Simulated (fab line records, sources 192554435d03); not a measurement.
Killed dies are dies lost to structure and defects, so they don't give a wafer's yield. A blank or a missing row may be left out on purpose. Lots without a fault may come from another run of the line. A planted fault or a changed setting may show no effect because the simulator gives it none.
A struck lot beside a sound one | flow n5_finfet | 34 steps out of a route of 1938
Sound: wafers L874.3, L874.4, L874.5. Struck: wafers L893.1, L893.2, L893.3. The cause comes at the end.
At each step with rows: each side's tool, then ch and its chambers, then its first start. Under that, the readings that differ: sound wafers | struck wafers | difference of the means | sigmas: that difference in standard deviations of wafers without a fault.
alike: readings whose means differ by less than 2 such deviations, and words and numbers that are the same on both sides. not compared: withheld readings, readings that some wafer has no value for, bounds like >300 that may hide the same value, and numbers for which the record gives no deviation and whose values overlap.
The two part at a step that has a row with sigmas, a row that says differs or no value, or rows on one side only. Numbers that don't overlap but have no deviation are shown without sigmas and don't part them. A reading that every wafer of one side lacks parts them only if that side has two wafers or more.

first, 9 steps without rows for these wafers: N5_BEOL_M2_ILD_DEP_00 (deposits SiOC from DEMS/O2, target thk 79 nm, time 15.3 s); N5_BEOL_M2_PECVD_72 (deposits SiO2 from TEOS/O2, target thk 16 nm, time 18 s); N5_BEOL_M2_HM_DEP_02 (deposits TiN, target thk 20 nm); N5_BEOL_M2_COAT_61 (time 60 s, resist thk 60 nm); N5_BEOL_M2_COAT_62 (time 60 s, resist thk 12 nm); N5_BEOL_M2_COAT_73 (time 60 s, resist thk 5 nm); N5_BEOL_M2_COAT_05 (resist thk 30 nm); N5_BEOL_M2_EBR_07; N5_BEOL_M2_SOFTBAKE_06 (time 60 s).
N5_BEOL_M2_EXPOSE_08: exposes mask M2.
  sound on euv_scanner-01 ch 0, day 6 22:15; struck on euv_scanner-02 ch 0, day 12 07:54
  reading           | sound          | struck         | difference | sigmas
  stage_msd_nm (nm) | 0.92 0.92 0.93 | 0.78 0.78 0.78 | -0.14      | -2
  alike: mask
then, 22 steps without rows for these wafers: N5_BEOL_M2_PEB_09 (peb time 60 s); N5_BEOL_M2_DEVELOP_10 (develop time 30 s); N5_BEOL_M2_DESCUM_16 (chemistry O2, time 7 s); N5_BEOL_M2_ETCH_74 (etches underlayer in N2/H2, target depth 6.5 nm, time 5.2 s); N5_BEOL_M2_ETCH_63 (etches SiARC in CF4, target depth 15.6 nm, time 26 s); N5_BEOL_M2_ETCH_64 (etches SOC in N2/H2, target depth 75 nm, overetch 22.5 nm, time 121.9 s); N5_BEOL_M2_STRIP_65 (strips in N2/H2); N5_BEOL_M2_STRIP_75 (strips in N2/H2); N5_BEOL_M2_STRIP_66 (strips in CF4); N5_BEOL_M2_HM_OPEN_17 (chemistry Cl2/BCl3, target TiN, target depth 20 nm, overetch 6 nm); N5_BEOL_M2_STRIP_19 (strips in O2); N5_BEOL_M2_COAT_67 (time 60 s, resist thk 60 nm); N5_BEOL_M2_COAT_68 (time 60 s, resist thk 12 nm); N5_BEOL_M2_COAT_76 (time 60 s, resist thk 5 nm); N5_BEOL_M2_COAT_22 (resist thk 30 nm); N5_BEOL_M2_EBR_24; N5_BEOL_M2_SOFTBAKE_23 (time 60 s); N5_BEOL_M2_EXPOSE_25 (exposes mask V1, defocus 5 nm); N5_BEOL_M2_PEB_26 (peb time 60 s); N5_BEOL_M2_DEVELOP_27 (develop time 30 s); N5_BEOL_M2_DESCUM_33 (chemistry O2, time 7 s); N5_BEOL_M2_ETCH_77 (etches underlayer in N2/H2, target depth 6.5 nm, time 5.2 s).
N5_BEOL_M4_RC_MEAS_101:
  sound on prober-02 ch 0, day 9 01:48; struck on prober-02 ch 0, day 13 21:35
  alike: DIBL_N, DIBL_P, IOFF_N, IOFF_P, ION_N, ION_P, SS_N, SS_P, VT_N, VT_P
-- the record jumps here: 5 days lie between the struck wafers' starts before and after (it left off in module BEOL_M4 and takes up again in module PASSIVATION, whose first step shown is number 1936 of the route) --
N5_PASSIVATION_PROBE_49:
  sound on prober-02, day 13 07:29; struck on prober-02, day 18 21:56
  reading                  | sound          | struck         | difference | sigmas
  defect_limited_yield (%) | 90.3 90.2 90.3 | 85.8 92.4 35.3 | -19.1      | -14
  killed_at_M0_to_M3       | 39 30 31       | 75 30 701      | +235       | +21
  killed_dies              | 115 116 115    | 167 90 764     | +225       | +14
  killed_on_rim            | 15 13 16       | 29 11 102      | +33        | +8
  sort_bin_5_function (%)  | 4.5 5.3 5.3    | 7.2 5.2 41.1   | +12.8      | +15
  sort_bin_6_memory (%)    | 4.1 4.5 4.2    | 5.6 1.9 19.9   | +4.9       | +7
  sort_n_pass              | 1065 1064 1065 | 1013 1090 416  | -225       | -11
  sort_yield_pct (%)       | 90.3 90.2 90.3 | 85.8 92.4 35.3 | -19.1      | -11
  alike: killed_at_M4_up, killed_at_contacts, killed_at_front_end, killed_at_other, killed_open, killed_short

WHERE THEY PART
First at N5_BEOL_M2_EXPOSE_08; last, within this record, at N5_PASSIVATION_PROBE_49.

WHY: what the simulator had put in
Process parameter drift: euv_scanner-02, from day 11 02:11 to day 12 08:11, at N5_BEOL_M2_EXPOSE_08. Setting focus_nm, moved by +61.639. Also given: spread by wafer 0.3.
